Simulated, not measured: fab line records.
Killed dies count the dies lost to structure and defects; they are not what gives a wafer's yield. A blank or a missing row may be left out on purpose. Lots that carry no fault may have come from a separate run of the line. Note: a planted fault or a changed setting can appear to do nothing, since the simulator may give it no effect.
A struck lot beside a sound one -- flow n5 finfet -- 16 out of 1938 route steps
Sound: the wafers L202.1, L202.2, L202.5. Struck: wafers L215.1, L215.4, L215.5. The cause is given at the end.
For every step that has rows: the tool of each side, followed by ch and its chambers, followed by its first start. Under that, the readings that differ: sound wafers -- struck wafers -- difference of the means -- sigmas: that difference in standard deviations of wafers without a fault.
alike: words and numbers the same on both sides, and readings whose means are apart by under 2 such deviations; not compared: readings that were withheld, readings missing a value for some wafer, numbers with overlapping values and no deviation given by the record, and bounds like >300 which may hide the same value.
Wherever a step has rows on one side only, a row that says differs or no value, or a row with sigmas, the two part there. Numbers that don't overlap but have no deviation are shown without sigmas and don't part them. A reading missing from all wafers of one side parts the sides only when that side holds two or more wafers.

first, 7 steps without rows for these wafers: N5_MIM_BOT_LITHO_COAT_02; N5_MIM_BOT_LITHO_EBR_04; N5_MIM_BOT_LITHO_SOFTBAKE_03 (time 90 s); N5_MIM_BOT_LITHO_EXPOSE_05 (exposes mask MIM BOT); N5_MIM_BOT_LITHO_PEB_06; N5_MIM_BOT_LITHO_DEVELOP_07 (develop time 60 s); N5_MIM_BOT_LITHO_HARDBAKE_09 (time 120 s).
N5_MIM_BOT_LITHO_CD_MEAS_08 targets a cd of 3000 nm.
  sound on cd sem-01 ch 0, day 12 13:59; struck on cd sem-03 ch 0, day 16 09:50
  alike: cd nm
N5_MIM_BOT_LITHO_OVL_MEAS_11:
  sound on overlay-02 ch 0, day 12 14:01; struck on overlay-01 ch 0, day 16 09:52
  alike: MIM_BOT_OVL
N5_MIM_BOT_LITHO_INSPECT_12: inspects for defects (macro).
  struck on defect inspect-02, day 16 09:53; sound on defect inspect-02, day 12 14:02
  alike: raw defect count
N5_MIM_BOT_LITHO_DESCUM_10: chemistry O2, time 7.9 s.
  sound on rie diel-02 ch 0,1, day 12 14:04; struck on rie diel-02 ch 1,3, day 16 10:12
  alike: bias power w, drypump motor current A, oes product au, rf vpp V, showerhead plenum p Torr, throttle valve pct
  not compared: rf hours counter h
N5_MIM_BOT_ETCH_ETCH_04: etches SiNx in CF4/O2, target depth 26 nm, time 13 s.
  sound on rie diel-02 ch 0,1, day 12 14:08; struck on rie diel-02 ch 1,3, day 16 10:16
  alike: drypump motor current A, oes_o_777_au, oes product au, rf vpp V, showerhead plenum p Torr, throttle valve pct
  not compared: rf hours counter h
N5_MIM_BOT_ETCH_ETCH_03: etches the open film in Cl2/BCl3, target depth 12 nm.
  sound on rie metal-01 ch 0,1, day 12 14:13; struck on rie metal-01 ch 0,1, day 16 10:22
reading,sound,struck,difference,sigmas
oes product au (a.u.),0.83 0.86 0.83,1.15 1.16 1.11,+0.30,+4
model.etch.depth nm (nm),12.2 12.14 12.13,19.28 19.62 19.34,+7.26,
model.MIM_BOT_ETCH.cd offset nm (nm),0 -0.2 -0.4,-3.4 -3 -3,-2.9,
  alike: drypump motor current A, throttle valve pct
  not compared: rf hours counter h, model.coat_of_MIM_BOT_LITHO_COAT_02.thk nm
N5_MIM_BOT_ETCH_ETCH_00: etches TiN in Cl2/BCl3, target depth 45.5 nm.
  sound on rie metal-01 ch 0,1, day 12 14:19; struck on rie metal-01 ch 0,1, day 16 10:27
reading,sound,struck,difference,sigmas
model.MIM_BOT_ETCH.cd offset nm (nm),0 -0.2 -0.4,-3.4 -3 -2.8,-2.9,
  alike: drypump motor current A, oes product au, throttle valve pct
  not compared: rf hours counter h, model.coat_of_MIM_BOT_LITHO_COAT_02.thk nm
N5_MIM_BOT_ETCH_STRIP_01: strips in O2.
  sound on rie diel-01 ch 0,1,2, day 12 14:34; struck on rie diel-05 ch 0,1,2, day 16 10:35
  alike: drypump motor current A, oes product au, rf vpp V, showerhead plenum p Torr, throttle valve pct
  not compared: rf hours counter h
N5_PASSIVATION_PROBE_49:
  the record has rows for the struck wafers here (prober-02, day 16 18:19) and none for the sound ones

WHERE THEY PART
At N5_MIM_BOT_ETCH_ETCH_03 first; at N5_PASSIVATION_PROBE_49 last (within this record only).

WHY: whatever the simulator had introduced
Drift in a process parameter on rie metal-01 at N5_MIM_BOT_ETCH_ETCH_03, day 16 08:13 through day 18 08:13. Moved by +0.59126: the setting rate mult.
